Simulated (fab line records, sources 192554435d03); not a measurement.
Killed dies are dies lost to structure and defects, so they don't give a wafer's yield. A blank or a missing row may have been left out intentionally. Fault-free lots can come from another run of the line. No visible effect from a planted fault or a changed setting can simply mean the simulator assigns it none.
Lot-split experiment / flow n5Finfet / 7 lots, 21 wafers read, on a route of 1938 steps

SPLIT DETAILS
At N5_BEOL_M1_ETCH_77 (etches underlayer in N2/H2, target depth 6.5 nm, time 5.2 s), the setting sourceW was moved away from the recipe's 840 W on 11 of the 21 wafers read, by -14.0% to +17.0%. The other wafers ran this setting at the recipe's value.

The reading is taken at the split's own step.

THE READING
rfVppV, in V, at N5_BEOL_M1_ETCH_77 (etches underlayer in N2/H2, target depth 6.5 nm, time 5.2 s). On this fab line, fault-free wafers typically give 522.7 V with a standard deviation of 3 V.

wafer=L079.3; tool, chamber at the split=rieDiel-02, 2; sourceW as run, W=954.1; against the recipe=+13.6%; rfVppV, V=497.2; against lot-mates on the recipe=-28.0
wafer=L079.4; tool, chamber at the split=rieDiel-02, 3; sourceW as run, W=840; against the recipe=recipe; rfVppV, V=525.2; against lot-mates on the recipe=-
wafer=L079.6; tool, chamber at the split=rieDiel-02, 2; sourceW as run, W=954.1; against the recipe=+13.6%; rfVppV, V=498.7; against lot-mates on the recipe=-26.5
wafer=L085.1; tool, chamber at the split=rieDiel-06, 3; sourceW as run, W=840; against the recipe=recipe; rfVppV, V=520.8; against lot-mates on the recipe=-
wafer=L085.4; tool, chamber at the split=rieDiel-06, 0; sourceW as run, W=735.3; against the recipe=-12.5%; rfVppV, V=547.5; against lot-mates on the recipe=+26.7
wafer=L085.5; tool, chamber at the split=rieDiel-06, 2; sourceW as run, W=735.3; against the recipe=-12.5%; rfVppV, V=544.9; against lot-mates on the recipe=+24.1
wafer=L087.2; tool, chamber at the split=rieDiel-06, 1; sourceW as run, W=840; against the recipe=recipe; rfVppV, V=518.8; against lot-mates on the recipe=-
wafer=L087.3; tool, chamber at the split=rieDiel-06, 0; sourceW as run, W=840; against the recipe=recipe; rfVppV, V=525.0; against lot-mates on the recipe=-
wafer=L087.5; tool, chamber at the split=rieDiel-06, 1; sourceW as run, W=840; against the recipe=recipe; rfVppV, V=523.8; against lot-mates on the recipe=-
wafer=L089.3; tool, chamber at the split=rieDiel-02, 2; sourceW as run, W=730.4; against the recipe=-13.0%; rfVppV, V=545.2; against lot-mates on the recipe=+21.5
wafer=L089.5; tool, chamber at the split=rieDiel-02, 3; sourceW as run, W=840; against the recipe=recipe; rfVppV, V=523.7; against lot-mates on the recipe=-
wafer=L089.6; tool, chamber at the split=rieDiel-02, 2; sourceW as run, W=730.4; against the recipe=-13.0%; rfVppV, V=544.3; against lot-mates on the recipe=+20.6
wafer=L090.2; tool, chamber at the split=rieDiel-02, 0; sourceW as run, W=840; against the recipe=recipe; rfVppV, V=527.4; against lot-mates on the recipe=-
wafer=L090.5; tool, chamber at the split=rieDiel-02, 0; sourceW as run, W=983.2; against the recipe=+17.0%; rfVppV, V=501.1; against lot-mates on the recipe=-26.3
wafer=L090.6; tool, chamber at the split=rieDiel-02, 1; sourceW as run, W=983.2; against the recipe=+17.0%; rfVppV, V=492.1; against lot-mates on the recipe=-35.3
wafer=L094.1; tool, chamber at the split=rieDiel-06, 0; sourceW as run, W=722.1; against the recipe=-14.0%; rfVppV, V=550.6; against lot-mates on the recipe=+28.1
wafer=L094.4; tool, chamber at the split=rieDiel-06, 2; sourceW as run, W=722.1; against the recipe=-14.0%; rfVppV, V=547.6; against lot-mates on the recipe=+25.1
wafer=L094.6; tool, chamber at the split=rieDiel-06, 0; sourceW as run, W=840; against the recipe=recipe; rfVppV, V=522.5; against lot-mates on the recipe=-
wafer=L097.2; tool, chamber at the split=rieDiel-06, 1; sourceW as run, W=840; against the recipe=recipe; rfVppV, V=519.9; against lot-mates on the recipe=-
wafer=L097.3; tool, chamber at the split=rieDiel-06, 2; sourceW as run, W=840; against the recipe=recipe; rfVppV, V=520.8; against lot-mates on the recipe=-
wafer=L097.6; tool, chamber at the split=rieDiel-06, 1; sourceW as run, W=924; against the recipe=+10.0%; rfVppV, V=502.5; against lot-mates on the recipe=-17.8

FIT RESULTS
A straight line over all 21 wafers: rfVppV changes by -1.75 V for each +1% of sourceW; r = -0.99; the points scatter about the line by 2.9 V.
The same after taking each lot's own level away (the mean of its wafers on the recipe; 21 wafers): -1.86 V for each +1%; r = -0.99; scatter 2.4 V.
That fit puts the effect of the largest move of sourceW on the reading at 32 V.
Across the lots, their own levels run from 520.35 to 527.40 V, a range of 2.4 times the standard deviation given above.
The two slopes agree, so the slope changes little with the lot-to-lot level.
Check: with one of the wafers moved furthest among these (+17.0%) left out of the fit, the line predicts -33.2 V for it against its lot-mates. Against them it came out at -26.3 V.
Tool readings at the split's step, against how far the setting was moved: etchRfOnTimeS r = -0.99; rfVppV r = -0.99.

OTHER SPLITS APPLIED TO THESE WAFERS
Before the reading, these wafers also passed through other splits. Each is held against what the fit with the lots' levels taken away leaves over:
other split on the same wafers=N5_BEOL_M0_CUTY_EXPOSE_54 doseMj; wafers away from the commonest value=8; r with rfVppV (lot level and that fit taken away)=-0.04
other split on the same wafers=N5_BEOL_M1_COAT_62 spinRpm; wafers away from the commonest value=6; r with rfVppV (lot level and that fit taken away)=-0.29
other split on the same wafers=N5_BEOL_M1_EXPOSE_08 doseMj; wafers away from the commonest value=8; r with rfVppV (lot level and that fit taken away)=+0.08

THE WHOLE CHAIN: every reading that the file lists as answering this split, in the file's order
step=N5_BEOL_M1_ETCH_77; what it does=etches underlayer in N2/H2, target depth 6.5 nm, time 5.2 s; reading=etchRfOnTimeS; change (the file's fit)=withheld for each +1% of the setting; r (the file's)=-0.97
step=N5_BEOL_M1_ETCH_77; what it does=etches underlayer in N2/H2, target depth 6.5 nm, time 5.2 s; reading=rfVppV; change (the file's fit)=-1.86 V for each +1% of the setting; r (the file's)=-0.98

FILE'S OWN FIT
rfVppV changes by -1.86 V for each +1% of sourceW, r = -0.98.
